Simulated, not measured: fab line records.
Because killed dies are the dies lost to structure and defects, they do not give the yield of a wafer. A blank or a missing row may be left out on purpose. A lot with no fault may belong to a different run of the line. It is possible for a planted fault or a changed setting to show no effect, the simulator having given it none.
Chamber matching / flow nand-harc / NHARC_A_STAIRCASE_TRIM_220 on rie-diel-08: 4 sister chambers
The step chemistry O2, time 211.2 s. 4 wafers are shown with their chamber, then 12 later ones without.

== EACH WAFER AND ITS CHAMBER ==
wafer=L092.6; chamber=1; drypump-motor-current-A (A)=5.4
wafer=L092.2; chamber=3; drypump-motor-current-A (A)=5.1
wafer=L092.4; chamber=0; drypump-motor-current-A (A)=5.7
wafer=L092.5; chamber=2; drypump-motor-current-A (A)=4.8

== WAFERS WHOSE CHAMBER IS MISSING ==
wafer=L086.1; drypump-motor-current-A (A)=5.4
wafer=L086.2; drypump-motor-current-A (A)=5.7
wafer=L086.6; drypump-motor-current-A (A)=4.8
wafer=L090.1; drypump-motor-current-A (A)=4.9
wafer=L090.2; drypump-motor-current-A (A)=5.7
wafer=L090.5; drypump-motor-current-A (A)=5.1
wafer=L094.1; drypump-motor-current-A (A)=5.4
wafer=L094.2; drypump-motor-current-A (A)=4.9
wafer=L094.3; drypump-motor-current-A (A)=5.7
wafer=L093.3; drypump-motor-current-A (A)=5.4
wafer=L093.4; drypump-motor-current-A (A)=5.7
wafer=L093.6; drypump-motor-current-A (A)=5.4

== WHICH CHAMBER EACH ONE RAN IN ==
wafer=L086.1; from the rows above=1; in truth=1
wafer=L086.2; from the rows above=0; in truth=0
wafer=L086.6; from the rows above=2; in truth=2
wafer=L090.1; from the rows above=2; in truth=2
wafer=L090.2; from the rows above=0; in truth=0
wafer=L090.5; from the rows above=3; in truth=3
wafer=L094.1; from the rows above=1; in truth=1
wafer=L094.2; from the rows above=2; in truth=2
wafer=L094.3; from the rows above=0; in truth=0
wafer=L093.3; from the rows above=1; in truth=1
wafer=L093.4; from the rows above=0; in truth=0
wafer=L093.6; from the rows above=1; in truth=1
Correctly placed: 12 of 12. From these rows, 0 cannot be placed. Wrongly placed: 0.
How it was worked out, from the rows above alone: a wafer's distance from a chamber is the root of the sum, over the readings, of the square of ((its reading less the chamber's mean) divided by the reading's scatter). If the next closest chamber is less than 2 further off than the closest, the wafer can't be placed; otherwise it belongs to the closest. The mean given for a chamber averages the wafers shown for that chamber. The scatter: with one shown wafer a chamber, the root of the mean of the squares of how far each hidden wafer lies from its nearest shown one.
